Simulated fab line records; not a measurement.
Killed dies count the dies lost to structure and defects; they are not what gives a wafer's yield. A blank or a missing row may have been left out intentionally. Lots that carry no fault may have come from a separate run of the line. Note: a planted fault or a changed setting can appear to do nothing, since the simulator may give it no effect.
fab line records || flow nand_harc || part 2 of 2: steps 26 to 31 of 31
record: {"lots": 5, "wafers": 15, "last_day": 24}
route steps=1159 shown A_ONON_D1@445 A_CHANNEL_HOLE_D1@450
lots that met no fault: taken from a fault-free run of the same line
start_h: hours from the record's opening day to when the first of the lot's shown wafers began || wait_h: hours elapsed since this lot's preceding step || " unchanged from the row above || L1.1+2: a single row standing in for several wafers || - no value, or no start given || * or withheld: withheld || < > ~ a bound
route shown NAME@n: names a module that has steps shown in the file, with the first one's number in the route || usual: mean/standard deviation of fault-free wafers || same: alike in all rows || chamber/n: place in a boat || sites: readings site by site || _std_site: how widely they spread, as a standard deviation || _edge_site: outer sites' mean less inner sites' || radius_mm: for every site, how far away it sits from the centre of the wafer || mask NAME#n: copy n || behind: tool/chamber where the wafer was last shaped || hold: cause of the lot's hold/its duration in hours/its outcome || device: the transistor (n, p or np) that didn't switch || end of line: the tests these same wafers got at the end of their route || where a step has no rows: the recipe by itself || killed: count of dies lost to structure and defects at first sort (not the wafer's yield) || map: per-die view of a wafer (x killed, . not killed, _ where there is no die)
set.NAME: the setting as run; set.NAME@STEP: as run at that earlier step || model.NAME: the simulator's own value behind a step, which no gauge read
lots at selected steps of the route; one table per step, one row per wafer
services: when a tool's chamber went out of use (start_h, in hours from the record's first day, below 0 if earlier), for how many hours, and the reason
== steps ==
step: NHARC_A_CHANNEL_HOLE_D1_ETCH_19
recipe: {"bias_v": 1200, "source_w": 2500, "pressure_mtorr": 15, "time_s": 34.5, "ar_flow_sccm": 375, "c4f8_flow_sccm": 28.8, "o2_flow_sccm": 96.2, "temp_c": -20, "target_depth_a": "*", "chemistry": "C4F8/O2/Ar"}
usual: {"drypump_motor_current_A": "5.7/0.35", "showerhead_plenum_p_Torr": "3.76/0.13", "throttle_valve_pct": "37.037/0.01"}
{"lot.wafer": "L076.3", "tool": "har_etch-02", "chamber": 1, "start_h": 189.11, "wait_h": 0.1, "drypump_motor_current_A": 6.3, "rf_hours_counter_h": "-", "showerhead_plenum_p_Torr": 3.65, "throttle_valve_pct": 37.023}
{"lot.wafer": "L076.4", "tool": "har_etch-02", "chamber": 0, "start_h": 189.11, "wait_h": 0.1, "drypump_motor_current_A": 5.4, "rf_hours_counter_h": "-", "showerhead_plenum_p_Torr": 3.92, "throttle_valve_pct": 37.031}
{"lot.wafer": "L076.6", "tool": "har_etch-02", "chamber": 0, "start_h": 189.11, "wait_h": 0.1, "drypump_motor_current_A": 5.4, "rf_hours_counter_h": "-", "showerhead_plenum_p_Torr": 3.92, "throttle_valve_pct": 37.036}
{"lot.wafer": "L079.2", "tool": "har_etch-02", "chamber": 1, "start_h": 201.57, "wait_h": 0.6, "drypump_motor_current_A": 6.3, "rf_hours_counter_h": 119, "showerhead_plenum_p_Torr": 3.65, "throttle_valve_pct": 37.030}
{"lot.wafer": "L079.4", "tool": "har_etch-02", "chamber": 0, "start_h": 201.57, "wait_h": 0.6, "drypump_motor_current_A": 5.4, "rf_hours_counter_h": "-", "showerhead_plenum_p_Torr": 3.91, "throttle_valve_pct": 37.030}
{"lot.wafer": "L079.6", "tool": "har_etch-02", "chamber": 0, "start_h": 201.57, "wait_h": 0.6, "drypump_motor_current_A": 5.4, "rf_hours_counter_h": "-", "showerhead_plenum_p_Torr": 3.92, "throttle_valve_pct": 37.033}
{"lot.wafer": "L087.1", "tool": "har_etch-01", "chamber": 0, "start_h": 254.61, "wait_h": 0.7, "drypump_motor_current_A": 5.5, "rf_hours_counter_h": 215, "showerhead_plenum_p_Torr": 3.86, "throttle_valve_pct": 37.031}
{"lot.wafer": "L087.3", "tool": "har_etch-01", "chamber": 0, "start_h": 254.61, "wait_h": 0.7, "drypump_motor_current_A": 5.5, "rf_hours_counter_h": "-", "showerhead_plenum_p_Torr": 3.86, "throttle_valve_pct": 37.043}
{"lot.wafer": "L087.6", "tool": "har_etch-01", "chamber": 0, "start_h": 254.61, "wait_h": 0.7, "drypump_motor_current_A": 5.5, "rf_hours_counter_h": "-", "showerhead_plenum_p_Torr": 3.86, "throttle_valve_pct": 37.039}
{"lot.wafer": "L088.2", "tool": "har_etch-02", "chamber": 1, "start_h": 258.15, "wait_h": 0.1, "drypump_motor_current_A": 6.3, "rf_hours_counter_h": 145, "showerhead_plenum_p_Torr": 3.63, "throttle_valve_pct": 37.039}
{"lot.wafer": "L088.1", "tool": "har_etch-02", "chamber": 0, "start_h": 258.15, "wait_h": 0.1, "drypump_motor_current_A": 5.4, "rf_hours_counter_h": 145, "showerhead_plenum_p_Torr": 3.90, "throttle_valve_pct": 37.034}
{"lot.wafer": "L088.4", "tool": "har_etch-02", "chamber": 1, "start_h": 258.15, "wait_h": 0.1, "drypump_motor_current_A": 6.3, "rf_hours_counter_h": "-", "showerhead_plenum_p_Torr": 3.63, "throttle_valve_pct": 37.033}
{"lot.wafer": "L095.3", "tool": "har_etch-01", "chamber": 0, "start_h": 297.28, "wait_h": 0.4, "drypump_motor_current_A": 5.6, "rf_hours_counter_h": "-", "showerhead_plenum_p_Torr": 3.85, "throttle_valve_pct": 37.062}
{"lot.wafer": "L095.4", "tool": "har_etch-01", "chamber": 1, "start_h": 297.28, "wait_h": 0.4, "drypump_motor_current_A": 5.6, "rf_hours_counter_h": "-", "showerhead_plenum_p_Torr": 3.62, "throttle_valve_pct": 37.045}
{"lot.wafer": "L095.5", "tool": "har_etch-01", "chamber": 1, "start_h": 297.28, "wait_h": 0.4, "drypump_motor_current_A": 5.6, "rf_hours_counter_h": "-", "showerhead_plenum_p_Torr": 3.62, "throttle_valve_pct": 37.043}
step: NHARC_A_CHANNEL_HOLE_D1_ETCH_20
recipe: {"bias_v": 3000, "source_w": "withheld", "pressure_mtorr": 20, "time_s": 361.9, "ar_flow_sccm": 375, "c4f8_flow_sccm": 89.3, "o2_flow_sccm": 35.7, "temp_c": -20, "target_depth_a": 16000, "chemistry": "C4F8/O2/Ar"}
usual: {"drypump_motor_current_A": "5.7/0.35", "showerhead_plenum_p_Torr": "3.72/0.12", "throttle_valve_pct": "32.155/0.01"}
{"lot.wafer": "L076.3", "tool": "har_etch-02", "chamber": 1, "start_h": 189.29, "wait_h": 0.2, "drypump_motor_current_A": 6.3, "rf_hours_counter_h": "-", "showerhead_plenum_p_Torr": 3.61, "throttle_valve_pct": 32.125}
{"lot.wafer": "L076.4", "tool": "har_etch-02", "chamber": 0, "start_h": 189.29, "wait_h": 0.2, "drypump_motor_current_A": 5.4, "rf_hours_counter_h": "-", "showerhead_plenum_p_Torr": 3.87, "throttle_valve_pct": 32.161}
{"lot.wafer": "L076.6", "tool": "har_etch-02", "chamber": 0, "start_h": 189.29, "wait_h": 0.2, "drypump_motor_current_A": 5.3, "rf_hours_counter_h": "-", "showerhead_plenum_p_Torr": 3.87, "throttle_valve_pct": 32.146}
{"lot.wafer": "L079.2", "tool": "har_etch-02", "chamber": 1, "start_h": 201.68, "wait_h": 0.1, "drypump_motor_current_A": 6.3, "rf_hours_counter_h": 119, "showerhead_plenum_p_Torr": 3.61, "throttle_valve_pct": 32.147}
{"lot.wafer": "L079.4", "tool": "har_etch-02", "chamber": 0, "start_h": 201.68, "wait_h": 0.1, "drypump_motor_current_A": 5.4, "rf_hours_counter_h": "-", "showerhead_plenum_p_Torr": 3.87, "throttle_valve_pct": 32.137}
{"lot.wafer": "L079.6", "tool": "har_etch-02", "chamber": 0, "start_h": 201.68, "wait_h": 0.1, "drypump_motor_current_A": 5.4, "rf_hours_counter_h": "-", "showerhead_plenum_p_Torr": 3.87, "throttle_valve_pct": 32.150}
{"lot.wafer": "L087.1", "tool": "har_etch-01", "chamber": 0, "start_h": 254.72, "wait_h": 0.1, "drypump_motor_current_A": 5.6, "rf_hours_counter_h": 215, "showerhead_plenum_p_Torr": 3.81, "throttle_valve_pct": 32.141}
{"lot.wafer": "L087.3", "tool": "har_etch-01", "chamber": 0, "start_h": 254.72, "wait_h": 0.1, "drypump_motor_current_A": 5.5, "rf_hours_counter_h": "-", "showerhead_plenum_p_Torr": 3.81, "throttle_valve_pct": 32.148}
{"lot.wafer": "L087.6", "tool": "har_etch-01", "chamber": 0, "start_h": 254.72, "wait_h": 0.1, "drypump_motor_current_A": 5.5, "rf_hours_counter_h": "-", "showerhead_plenum_p_Torr": 3.81, "throttle_valve_pct": 32.144}
{"lot.wafer": "L088.2", "tool": "har_etch-02", "chamber": 1, "start_h": 258.26, "wait_h": 0.1, "drypump_motor_current_A": 6.3, "rf_hours_counter_h": 145, "showerhead_plenum_p_Torr": 3.59, "throttle_valve_pct": 32.153}
{"lot.wafer": "L088.1", "tool": "har_etch-02", "chamber": 0, "start_h": 258.26, "wait_h": 0.1, "drypump_motor_current_A": 5.4, "rf_hours_counter_h": 145, "showerhead_plenum_p_Torr": 3.85, "throttle_valve_pct": 32.165}
{"lot.wafer": "L088.4", "tool": "har_etch-02", "chamber": 1, "start_h": 258.26, "wait_h": 0.1, "drypump_motor_current_A": 6.2, "rf_hours_counter_h": "-", "showerhead_plenum_p_Torr": 3.59, "throttle_valve_pct": 32.148}
{"lot.wafer": "L095.3", "tool": "har_etch-01", "chamber": 0, "start_h": 297.46, "wait_h": 0.2, "drypump_motor_current_A": 5.6, "rf_hours_counter_h": "-", "showerhead_plenum_p_Torr": 3.80, "throttle_valve_pct": 32.156}
{"lot.wafer": "L095.4", "tool": "har_etch-01", "chamber": 1, "start_h": 297.46, "wait_h": 0.2, "drypump_motor_current_A": 5.6, "rf_hours_counter_h": "-", "showerhead_plenum_p_Torr": 3.58, "throttle_valve_pct": 32.170}
{"lot.wafer": "L095.5", "tool": "har_etch-01", "chamber": 1, "start_h": 297.46, "wait_h": 0.2, "drypump_motor_current_A": 5.6, "rf_hours_counter_h": "-", "showerhead_plenum_p_Torr": 3.58, "throttle_valve_pct": 32.158}
step: NHARC_A_CHANNEL_HOLE_D1_ETCH_21
recipe: {"bias_v": 3000, "source_w": "withheld", "pressure_mtorr": 20, "time_s": 514.3, "ar_flow_sccm": 375, "c4f8_flow_sccm": 89.3, "o2_flow_sccm": 35.7, "temp_c": -20, "target_depth_a": 16000, "chemistry": "C4F8/O2/Ar"}
usual: {"drypump_motor_current_A": "5.7/0.35", "showerhead_plenum_p_Torr": "3.72/0.12", "throttle_valve_pct": "32.156/0.0094"}
{"lot.wafer": "L076.3", "tool": "har_etch-02", "chamber": 1, "start_h": 189.65, "wait_h": 0.3, "drypump_motor_current_A": 6.3, "rf_hours_counter_h": "-", "showerhead_plenum_p_Torr": 3.61, "throttle_valve_pct": 32.165}
{"lot.wafer": "L076.4", "tool": "har_etch-02", "chamber": 0, "start_h": 189.65, "wait_h": 0.3, "drypump_motor_current_A": 5.4, "rf_hours_counter_h": "-", "showerhead_plenum_p_Torr": 3.87, "throttle_valve_pct": 32.146}
{"lot.wafer": "L076.6", "tool": "har_etch-02", "chamber": 0, "start_h": 189.65, "wait_h": 0.3, "drypump_motor_current_A": 5.3, "rf_hours_counter_h": "-", "showerhead_plenum_p_Torr": 3.87, "throttle_valve_pct": 32.169}
{"lot.wafer": "L079.2", "tool": "har_etch-02", "chamber": 1, "start_h": 202.00, "wait_h": 0.3, "drypump_motor_current_A": 6.3, "rf_hours_counter_h": 119, "showerhead_plenum_p_Torr": 3.61, "throttle_valve_pct": 32.162}
{"lot.wafer": "L079.4", "tool": "har_etch-02", "chamber": 0, "start_h": 202.00, "wait_h": 0.3, "drypump_motor_current_A": 5.3, "rf_hours_counter_h": "-", "showerhead_plenum_p_Torr": 3.86, "throttle_valve_pct": 32.162}
{"lot.wafer": "L079.6", "tool": "har_etch-02", "chamber": 0, "start_h": 202.00, "wait_h": 0.3, "drypump_motor_current_A": 5.3, "rf_hours_counter_h": "-", "showerhead_plenum_p_Torr": 3.86, "throttle_valve_pct": 32.158}
{"lot.wafer": "L087.1", "tool": "har_etch-01", "chamber": 0, "start_h": 255.04, "wait_h": 0.3, "drypump_motor_current_A": 5.6, "rf_hours_counter_h": 215, "showerhead_plenum_p_Torr": 3.81, "throttle_valve_pct": 32.171}
{"lot.wafer": "L087.3", "tool": "har_etch-01", "chamber": 0, "start_h": 255.04, "wait_h": 0.3, "drypump_motor_current_A": 5.6, "rf_hours_counter_h": "-", "showerhead_plenum_p_Torr": 3.81, "throttle_valve_pct": 32.154}
{"lot.wafer": "L087.6", "tool": "har_etch-01", "chamber": 0, "start_h": 255.04, "wait_h": 0.3, "drypump_motor_current_A": 5.6, "rf_hours_counter_h": "-", "showerhead_plenum_p_Torr": 3.81, "throttle_valve_pct": 32.154}
{"lot.wafer": "L088.2", "tool": "har_etch-02", "chamber": 1, "start_h": 258.57, "wait_h": 0.3, "drypump_motor_current_A": 6.3, "rf_hours_counter_h": 145, "showerhead_plenum_p_Torr": 3.59, "throttle_valve_pct": 32.147}
{"lot.wafer": "L088.1", "tool": "har_etch-02", "chamber": 0, "start_h": 258.57, "wait_h": 0.3, "drypump_motor_current_A": 5.4, "rf_hours_counter_h": 145, "showerhead_plenum_p_Torr": 3.85, "throttle_valve_pct": 32.150}
{"lot.wafer": "L088.4", "tool": "har_etch-02", "chamber": 1, "start_h": 258.57, "wait_h": 0.3, "drypump_motor_current_A": 6.3, "rf_hours_counter_h": "-", "showerhead_plenum_p_Torr": 3.59, "throttle_valve_pct": 32.149}
{"lot.wafer": "L095.3", "tool": "har_etch-01", "chamber": 0, "start_h": 297.82, "wait_h": 0.3, "drypump_motor_current_A": 5.5, "rf_hours_counter_h": "-", "showerhead_plenum_p_Torr": 3.80, "throttle_valve_pct": 32.156}
{"lot.wafer": "L095.4", "tool": "har_etch-01", "chamber": 1, "start_h": 297.82, "wait_h": 0.3, "drypump_motor_current_A": 5.7, "rf_hours_counter_h": "-", "showerhead_plenum_p_Torr": 3.58, "throttle_valve_pct": 32.140}
{"lot.wafer": "L095.5", "tool": "har_etch-01", "chamber": 1, "start_h": 297.82, "wait_h": 0.3, "drypump_motor_current_A": 5.6, "rf_hours_counter_h": "-", "showerhead_plenum_p_Torr": 3.58, "throttle_valve_pct": 32.160}
step: NHARC_A_CHANNEL_HOLE_D1_ETCH_22
recipe: {"bias_v": 3000, "source_w": "withheld", "pressure_mtorr": 20, "time_s": 666.7, "ar_flow_sccm": 375, "c4f8_flow_sccm": 89.3, "o2_flow_sccm": 35.7, "temp_c": -20, "target_depth_a": 16000, "chemistry": "C4F8/O2/Ar"}
usual: {"drypump_motor_current_A": "5.7/0.35", "showerhead_plenum_p_Torr": "3.72/0.12", "throttle_valve_pct": "32.155/0.0088"}
{"lot.wafer": "L076.3", "tool": "har_etch-02", "chamber": 1, "start_h": 190.13, "wait_h": 0.4, "drypump_motor_current_A": 6.3, "rf_hours_counter_h": "-", "showerhead_plenum_p_Torr": 3.61, "throttle_valve_pct": 32.149}
{"lot.wafer": "L076.4", "tool": "har_etch-02", "chamber": 0, "start_h": 190.13, "wait_h": 0.4, "drypump_motor_current_A": 5.4, "rf_hours_counter_h": "-", "showerhead_plenum_p_Torr": 3.87, "throttle_valve_pct": 32.161}
{"lot.wafer": "L076.6", "tool": "har_etch-02", "chamber": 0, "start_h": 190.13, "wait_h": 0.4, "drypump_motor_current_A": 5.4, "rf_hours_counter_h": "-", "showerhead_plenum_p_Torr": 3.87, "throttle_valve_pct": 32.163}
{"lot.wafer": "L079.2", "tool": "har_etch-02", "chamber": 1, "start_h": 202.44, "wait_h": 0.4, "drypump_motor_current_A": 6.2, "rf_hours_counter_h": 120, "showerhead_plenum_p_Torr": 3.61, "throttle_valve_pct": 32.174}
{"lot.wafer": "L079.4", "tool": "har_etch-02", "chamber": 0, "start_h": 202.44, "wait_h": 0.4, "drypump_motor_current_A": 5.3, "rf_hours_counter_h": "-", "showerhead_plenum_p_Torr": 3.86, "throttle_valve_pct": 32.154}
{"lot.wafer": "L079.6", "tool": "har_etch-02", "chamber": 0, "start_h": 202.44, "wait_h": 0.4, "drypump_motor_current_A": 5.4, "rf_hours_counter_h": "-", "showerhead_plenum_p_Torr": 3.87, "throttle_valve_pct": 32.146}
{"lot.wafer": "L087.1", "tool": "har_etch-01", "chamber": 0, "start_h": 255.48, "wait_h": 0.4, "drypump_motor_current_A": 5.6, "rf_hours_counter_h": 215, "showerhead_plenum_p_Torr": 3.81, "throttle_valve_pct": 32.158}
{"lot.wafer": "L087.3", "tool": "har_etch-01", "chamber": 0, "start_h": 255.48, "wait_h": 0.4, "drypump_motor_current_A": 5.6, "rf_hours_counter_h": "-", "showerhead_plenum_p_Torr": 3.81, "throttle_valve_pct": 32.157}
{"lot.wafer": "L087.6", "tool": "har_etch-01", "chamber": 0, "start_h": 255.48, "wait_h": 0.4, "drypump_motor_current_A": 5.5, "rf_hours_counter_h": "-", "showerhead_plenum_p_Torr": 3.81, "throttle_valve_pct": 32.153}
{"lot.wafer": "L088.2", "tool": "har_etch-02", "chamber": 1, "start_h": 259.01, "wait_h": 0.4, "drypump_motor_current_A": 6.3, "rf_hours_counter_h": 145, "showerhead_plenum_p_Torr": 3.59, "throttle_valve_pct": 32.154}
{"lot.wafer": "L088.1", "tool": "har_etch-02", "chamber": 0, "start_h": 259.01, "wait_h": 0.4, "drypump_motor_current_A": 5.3, "rf_hours_counter_h": 145, "showerhead_plenum_p_Torr": 3.85, "throttle_valve_pct": 32.150}
{"lot.wafer": "L088.4", "tool": "har_etch-02", "chamber": 1, "start_h": 259.01, "wait_h": 0.4, "drypump_motor_current_A": 6.3, "rf_hours_counter_h": "-", "showerhead_plenum_p_Torr": 3.59, "throttle_valve_pct": 32.148}
{"lot.wafer": "L095.3", "tool": "har_etch-01", "chamber": 0, "start_h": 298.30, "wait_h": 0.4, "drypump_motor_current_A": 5.6, "rf_hours_counter_h": "-", "showerhead_plenum_p_Torr": 3.80, "throttle_valve_pct": 32.158}
{"lot.wafer": "L095.4", "tool": "har_etch-01", "chamber": 1, "start_h": 298.30, "wait_h": 0.4, "drypump_motor_current_A": 5.6, "rf_hours_counter_h": "-", "showerhead_plenum_p_Torr": 3.58, "throttle_valve_pct": 32.156}
{"lot.wafer": "L095.5", "tool": "har_etch-01", "chamber": 1, "start_h": 298.30, "wait_h": 0.4, "drypump_motor_current_A": 5.6, "rf_hours_counter_h": "-", "showerhead_plenum_p_Torr": 3.58, "throttle_valve_pct": 32.156}
step: NHARC_A_CHANNEL_HOLE_D1_ETCH_23
recipe: {"bias_v": 5000, "source_w": "withheld", "pressure_mtorr": 20, "time_s": 819, "ar_flow_sccm": 375, "c4f8_flow_sccm": 89.3, "o2_flow_sccm": 35.7, "temp_c": -20, "target_depth_a": 16000, "chemistry": "C4F8/O2/Ar"}
usual: {"drypump_motor_current_A": "5.7/0.35", "showerhead_plenum_p_Torr": "3.72/0.12", "throttle_valve_pct": "32.154/0.0093"}
{"lot.wafer": "L076.3", "tool": "har_etch-02", "chamber": 1, "start_h": 190.74, "wait_h": 0.5, "drypump_motor_current_A": 6.3, "rf_hours_counter_h": "-", "showerhead_plenum_p_Torr": 3.61, "throttle_valve_pct": 32.154}
{"lot.wafer": "L076.4", "tool": "har_etch-02", "chamber": 0, "start_h": 190.74, "wait_h": 0.5, "drypump_motor_current_A": 5.4, "rf_hours_counter_h": "-", "showerhead_plenum_p_Torr": 3.87, "throttle_valve_pct": 32.133}
{"lot.wafer": "L076.6", "tool": "har_etch-02", "chamber": 0, "start_h": 190.74, "wait_h": 0.5, "drypump_motor_current_A": 5.4, "rf_hours_counter_h": "-", "showerhead_plenum_p_Torr": 3.87, "throttle_valve_pct": 32.158}
{"lot.wafer": "L079.2", "tool": "har_etch-02", "chamber": 1, "start_h": 203.01, "wait_h": 0.5, "drypump_motor_current_A": 6.3, "rf_hours_counter_h": 120, "showerhead_plenum_p_Torr": 3.61, "throttle_valve_pct": 32.146}
{"lot.wafer": "L079.4", "tool": "har_etch-02", "chamber": 0, "start_h": 203.01, "wait_h": 0.5, "drypump_motor_current_A": 5.3, "rf_hours_counter_h": "-", "showerhead_plenum_p_Torr": 3.86, "throttle_valve_pct": 32.145}
{"lot.wafer": "L079.6", "tool": "har_etch-02", "chamber": 0, "start_h": 203.01, "wait_h": 0.5, "drypump_motor_current_A": 5.3, "rf_hours_counter_h": "-", "showerhead_plenum_p_Torr": 3.86, "throttle_valve_pct": 32.174}
{"lot.wafer": "L087.1", "tool": "har_etch-01", "chamber": 0, "start_h": 256.05, "wait_h": 0.5, "drypump_motor_current_A": 5.5, "rf_hours_counter_h": 216, "showerhead_plenum_p_Torr": 3.81, "throttle_valve_pct": 32.166}
{"lot.wafer": "L087.3", "tool": "har_etch-01", "chamber": 0, "start_h": 256.05, "wait_h": 0.5, "drypump_motor_current_A": 5.5, "rf_hours_counter_h": "-", "showerhead_plenum_p_Torr": 3.81, "throttle_valve_pct": 32.178}
{"lot.wafer": "L087.6", "tool": "har_etch-01", "chamber": 0, "start_h": 256.05, "wait_h": 0.5, "drypump_motor_current_A": 5.5, "rf_hours_counter_h": "-", "showerhead_plenum_p_Torr": 3.81, "throttle_valve_pct": 32.156}
{"lot.wafer": "L088.2", "tool": "har_etch-02", "chamber": 1, "start_h": 259.58, "wait_h": 0.5, "drypump_motor_current_A": 6.3, "rf_hours_counter_h": 146, "showerhead_plenum_p_Torr": 3.59, "throttle_valve_pct": 32.149}
{"lot.wafer": "L088.1", "tool": "har_etch-02", "chamber": 0, "start_h": 259.58, "wait_h": 0.5, "drypump_motor_current_A": 5.3, "rf_hours_counter_h": 146, "showerhead_plenum_p_Torr": 3.85, "throttle_valve_pct": 32.169}
{"lot.wafer": "L088.4", "tool": "har_etch-02", "chamber": 1, "start_h": 259.58, "wait_h": 0.5, "drypump_motor_current_A": 6.3, "rf_hours_counter_h": "-", "showerhead_plenum_p_Torr": 3.59, "throttle_valve_pct": 32.156}
{"lot.wafer": "L095.3", "tool": "har_etch-01", "chamber": 0, "start_h": 298.91, "wait_h": 0.5, "drypump_motor_current_A": 5.6, "rf_hours_counter_h": "-", "showerhead_plenum_p_Torr": 3.80, "throttle_valve_pct": 32.162}
{"lot.wafer": "L095.4", "tool": "har_etch-01", "chamber": 1, "start_h": 298.91, "wait_h": 0.5, "drypump_motor_current_A": 5.6, "rf_hours_counter_h": "-", "showerhead_plenum_p_Torr": 3.58, "throttle_valve_pct": 32.167}
{"lot.wafer": "L095.5", "tool": "har_etch-01", "chamber": 1, "start_h": 298.91, "wait_h": 0.5, "drypump_motor_current_A": 5.7, "rf_hours_counter_h": "-", "showerhead_plenum_p_Torr": 3.58, "throttle_valve_pct": 32.164}
step: NHARC_A_CHANNEL_HOLE_D1_ETCH_24
recipe: {"bias_v": 5000, "source_w": "withheld", "pressure_mtorr": 20, "time_s": 906.2, "ar_flow_sccm": 375, "c4f8_flow_sccm": 93.8, "o2_flow_sccm": 31.2, "temp_c": -20, "target_depth_a": 15000, "chemistry": "C4F8/O2/Ar"}
usual: {"drypump_motor_current_A": "5.7/0.35", "showerhead_plenum_p_Torr": "3.71/0.12", "throttle_valve_pct": "32.234/0.0084"}
{"lot.wafer": "L076.3", "tool": "har_etch-02", "chamber": 1, "start_h": 191.46, "wait_h": 0.6, "drypump_motor_current_A": 6.2, "rf_hours_counter_h": "-", "showerhead_plenum_p_Torr": 3.61, "throttle_valve_pct": 32.237}
{"lot.wafer": "L076.4", "tool": "har_etch-02", "chamber": 0, "start_h": 191.46, "wait_h": 0.6, "drypump_motor_current_A": 5.4, "rf_hours_counter_h": "-", "showerhead_plenum_p_Torr": 3.87, "throttle_valve_pct": 32.247}
{"lot.wafer": "L076.6", "tool": "har_etch-02", "chamber": 0, "start_h": 191.46, "wait_h": 0.6, "drypump_motor_current_A": 5.4, "rf_hours_counter_h": "-", "showerhead_plenum_p_Torr": 3.86, "throttle_valve_pct": 32.223}
{"lot.wafer": "L079.2", "tool": "har_etch-02", "chamber": 1, "start_h": 203.70, "wait_h": 0.6, "drypump_motor_current_A": 6.3, "rf_hours_counter_h": 121, "showerhead_plenum_p_Torr": 3.60, "throttle_valve_pct": 32.228}
{"lot.wafer": "L079.4", "tool": "har_etch-02", "chamber": 0, "start_h": 203.70, "wait_h": 0.6, "drypump_motor_current_A": 5.4, "rf_hours_counter_h": "-", "showerhead_plenum_p_Torr": 3.86, "throttle_valve_pct": 32.249}
{"lot.wafer": "L079.6", "tool": "har_etch-02", "chamber": 0, "start_h": 203.70, "wait_h": 0.6, "drypump_motor_current_A": 5.4, "rf_hours_counter_h": "-", "showerhead_plenum_p_Torr": 3.86, "throttle_valve_pct": 32.247}
{"lot.wafer": "L087.1", "tool": "har_etch-01", "chamber": 0, "start_h": 256.75, "wait_h": 0.6, "drypump_motor_current_A": 5.6, "rf_hours_counter_h": 217, "showerhead_plenum_p_Torr": 3.81, "throttle_valve_pct": 32.234}
{"lot.wafer": "L087.3", "tool": "har_etch-01", "chamber": 0, "start_h": 256.75, "wait_h": 0.6, "drypump_motor_current_A": 5.5, "rf_hours_counter_h": "-", "showerhead_plenum_p_Torr": 3.81, "throttle_valve_pct": 32.242}
{"lot.wafer": "L087.6", "tool": "har_etch-01", "chamber": 0, "start_h": 256.75, "wait_h": 0.6, "drypump_motor_current_A": 5.5, "rf_hours_counter_h": "-", "showerhead_plenum_p_Torr": 3.81, "throttle_valve_pct": 32.238}
{"lot.wafer": "L088.2", "tool": "har_etch-02", "chamber": 1, "start_h": 260.28, "wait_h": 0.6, "drypump_motor_current_A": 6.3, "rf_hours_counter_h": 147, "showerhead_plenum_p_Torr": 3.59, "throttle_valve_pct": 32.246}
{"lot.wafer": "L088.1", "tool": "har_etch-02", "chamber": 0, "start_h": 260.28, "wait_h": 0.6, "drypump_motor_current_A": 5.4, "rf_hours_counter_h": 147, "showerhead_plenum_p_Torr": 3.84, "throttle_valve_pct": 32.226}
{"lot.wafer": "L088.4", "tool": "har_etch-02", "chamber": 1, "start_h": 260.28, "wait_h": 0.6, "drypump_motor_current_A": 6.3, "rf_hours_counter_h": "-", "showerhead_plenum_p_Torr": 3.59, "throttle_valve_pct": 32.243}
{"lot.wafer": "L095.3", "tool": "har_etch-01", "chamber": 0, "start_h": 299.63, "wait_h": 0.6, "drypump_motor_current_A": 5.5, "rf_hours_counter_h": "-", "showerhead_plenum_p_Torr": 3.79, "throttle_valve_pct": 32.244}
{"lot.wafer": "L095.4", "tool": "har_etch-01", "chamber": 1, "start_h": 299.63, "wait_h": 0.6, "drypump_motor_current_A": 5.6, "rf_hours_counter_h": "-", "showerhead_plenum_p_Torr": 3.57, "throttle_valve_pct": 32.226}
{"lot.wafer": "L095.5", "tool": "har_etch-01", "chamber": 1, "start_h": 299.63, "wait_h": 0.6, "drypump_motor_current_A": 5.6, "rf_hours_counter_h": "-", "showerhead_plenum_p_Torr": 3.57, "throttle_valve_pct": 32.227}
== services ==
{"tool": "acl_dep-02", "chamber": "-", "start_h": 166.29, "hours": 0.3, "kind": "repair"}
{"tool": "rie_diel-08", "chamber": 1, "start_h": 167.63, "hours": 7.8, "kind": "repair"}
{"tool": "acl_dep-02", "chamber": "-", "start_h": 169.06, "hours": 13.0, "kind": "pm"}
{"tool": "rie_diel-08", "chamber": "-", "start_h": 174.69, "hours": 0.3, "kind": "repair"}
{"tool": "pecvd-04", "chamber": "-", "start_h": 195.31, "hours": 13.0, "kind": "pm"}
{"tool": "rie_diel-08", "chamber": 2, "start_h": 205.30, "hours": 2.0, "kind": "repair"}
{"tool": "arfi_scanner-01", "chamber": "-", "start_h": 207.60, "hours": 4.0, "kind": "pm"}
{"tool": "acl_dep-03", "chamber": "-", "start_h": 223.00, "hours": 13.0, "kind": "pm"}
{"tool": "arfi_scanner-01", "chamber": "-", "start_h": 223.69, "hours": 0.9, "kind": "repair"}
{"tool": "rie_diel-01", "chamber": 1, "start_h": 227.85, "hours": 13.1, "kind": "repair"}
{"tool": "pecvd-01", "chamber": "-", "start_h": 237.33, "hours": 13.0, "kind": "pm"}
{"tool": "arfi_scanner-02", "chamber": "-", "start_h": 240.74, "hours": 2.0, "kind": "repair"}
{"tool": "rie_diel-08", "chamber": "-", "start_h": 243.84, "hours": 1.2, "kind": "repair"}
{"tool": "arfi_scanner-03", "chamber": "-", "start_h": 244.95, "hours": 1.1, "kind": "repair"}
{"tool": "rie_diel-01", "chamber": 2, "start_h": 255.05, "hours": 23.7, "kind": "repair"}
{"tool": "arfi_scanner-02", "chamber": "-", "start_h": 256.00, "hours": 4.0, "kind": "pm"}
{"tool": "pecvd-01", "chamber": 1, "start_h": 256.58, "hours": 26.1, "kind": "repair"}
{"tool": "pecvd-04", "chamber": 0, "start_h": 259.31, "hours": 12.0, "kind": "repair"}
{"tool": "litho_track-01", "chamber": "-", "start_h": 268.00, "hours": 7.0, "kind": "pm"}
{"tool": "rie_diel-08", "chamber": "-", "start_h": 278.43, "hours": 1.9, "kind": "repair"}
{"tool": "litho_track-06", "chamber": "-", "start_h": 292.00, "hours": 7.0, "kind": "pm"}
{"tool": "pecvd-03", "chamber": "-", "start_h": 292.23, "hours": 13.0, "kind": "pm"}
{"tool": "arfi_scanner-03", "chamber": "-", "start_h": 293.03, "hours": 3.7, "kind": "repair"}
{"tool": "rie_diel-08", "chamber": 3, "start_h": 295.29, "hours": 2.4, "kind": "repair"}
